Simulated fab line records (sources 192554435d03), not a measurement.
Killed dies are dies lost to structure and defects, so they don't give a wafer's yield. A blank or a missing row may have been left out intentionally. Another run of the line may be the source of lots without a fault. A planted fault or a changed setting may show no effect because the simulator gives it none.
What tool caused it?	flow n5_finfet	11 lots (32 wafers sampled), 1 step of a 1938-step route

== WHAT THE GAUGES SHOWED, per wafer ==
N5_BEOL_M9_THK_MEAS_01.
lot	measured	on	M9_ILD_THK (nm)
L286	day 10 10:46	film_metro-02	269 266 274
L287	day 10 11:06	film_metro-01	271 277 271
L291	day 11 04:12	film_metro-01	275 274 272
L292	day 11 08:03	film_metro-02	264 273 269
L293	day 11 21:21	film_metro-01	268 270 266
L295	day 12 09:57	film_metro-02	258 267
L298	day 12 17:33	film_metro-01	259 266 261
L301	day 13 14:55	film_metro-02	259 260 263
L302	day 13 17:59	film_metro-01	267 263 265
L303	day 13 23:51	film_metro-02	267 261 268
L304	day 14 18:51	film_metro-02	262 266 268

== TOOL THAT RAN EACH LOT (tool first, then ch and the chambers of the sampled wafers, then the start) ==
No process step before these readings appears in the record.

== WHAT THE TOOLS THEMSELVES READ (means of the sampled wafers that have a number; where no wafer has one, the mark that the record gives instead) ==
The record holds no such reading with a usual standard deviation.

== THE ANSWER, worked out from the rows above alone ==
Rule: the usual values come from the lots themselves. The widest of any qualifying gaps counts: lots, ordered by their means at a reading, are off when they make up no more than a third of the lots, leave a main group of 4 or more, and stand apart from it by 3 or more times the standard deviation of that group's means. If all means in a main group match to the digits the tables above print for the reading, that group is not used. Also off: a lot with no number at a reading for which 4 or more lots have one. Where the step has rows for the other lots, those lots are counted as sound. Order of review: gauges by route order, followed by the tools' own readings, for which a lot's mean as printed above is used. The first step at which some lot is off is used, and at that step the reading that is off furthest; a lot without a number counts as furthest.
Nothing can be told from this: no lot is off at any reading shown.

== WHAT THE SIMULATOR PUT IN ==
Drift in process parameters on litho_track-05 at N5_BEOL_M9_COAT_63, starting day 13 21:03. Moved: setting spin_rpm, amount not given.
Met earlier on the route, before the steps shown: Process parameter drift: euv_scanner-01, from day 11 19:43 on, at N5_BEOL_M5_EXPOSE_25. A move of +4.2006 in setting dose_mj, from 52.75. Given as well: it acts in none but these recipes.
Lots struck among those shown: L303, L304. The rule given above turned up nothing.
